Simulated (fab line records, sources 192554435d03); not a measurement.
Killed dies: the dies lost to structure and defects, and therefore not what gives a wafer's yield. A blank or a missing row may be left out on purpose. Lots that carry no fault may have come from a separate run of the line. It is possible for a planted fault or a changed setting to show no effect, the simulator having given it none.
Which tool was responsible? || flow n5-finfet || route of 1938 steps, sampled at 1 step: 12 lots, 36 wafers

## WHAT THE GAUGES SHOWED, per wafer
N5_BEOL_M12_CD_MEAS_10: the cd target is 140 nm.
{"lot": "L077", "measured": "day 11 15:49", "on": "cd-sem-02", "cd-nm (nm)": "138.0 139.3 139.8"}
{"lot": "L079", "measured": "day 12 06:22", "on": "cd-sem-03", "cd-nm (nm)": "141.1 141.8 139.7"}
{"lot": "L076", "measured": "day 12 07:01", "on": "cd-sem-03", "cd-nm (nm)": "141.1 138.7 142.0"}
{"lot": "L081", "measured": "day 13 08:17", "on": "cd-sem-01", "cd-nm (nm)": "140.3 138.1 139.9"}
{"lot": "L080", "measured": "day 13 20:37", "on": "cd-sem-02", "cd-nm (nm)": "140.3 140.4 140.5"}
{"lot": "L084", "measured": "day 13 22:52", "on": "cd-sem-02", "cd-nm (nm)": "143.1 139.7 140.6"}
{"lot": "L090", "measured": "day 14 19:37", "on": "cd-sem-02", "cd-nm (nm)": "140.0 141.6 140.0"}
{"lot": "L088", "measured": "day 15 14:55", "on": "cd-sem-01", "cd-nm (nm)": "138.0 138.9 139.4"}
{"lot": "L091", "measured": "day 15 18:48", "on": "cd-sem-03", "cd-nm (nm)": "141.3 140.9 139.9"}
{"lot": "L094", "measured": "day 17 08:38", "on": "cd-sem-01", "cd-nm (nm)": "142.0 139.4 138.9"}
{"lot": "L097", "measured": "day 17 20:27", "on": "cd-sem-03", "cd-nm (nm)": "140.1 141.1 139.8"}
{"lot": "L095", "measured": "day 18 03:38", "on": "cd-sem-01", "cd-nm (nm)": "140.2 141.4 139.5"}

## EACH LOT AND THE TOOL THAT RAN IT (in order: tool; ch and the chambers of the sampled wafers; start)
No process step before these readings appears in the record.

## THE ANSWER, worked out from the rows above alone
Rule: usual is defined by the lots themselves. Put in order of their means at a reading, lots are off if they are a third of the lots or fewer, leave a main group of 4 or more, and stand apart from it by a gap of 3 or more times the standard deviation of the main group's means; of several such gaps the widest counts. Not used: any main group whose means are identical at the precision the tables above print for the reading. Also off: a lot with no number at a reading for which 4 or more lots have one. Any other lot the step has rows for is counted as sound.
No lot is off at any reading shown: from this, nothing can be told.

## WHAT THE SIMULATOR HAD INSERTED
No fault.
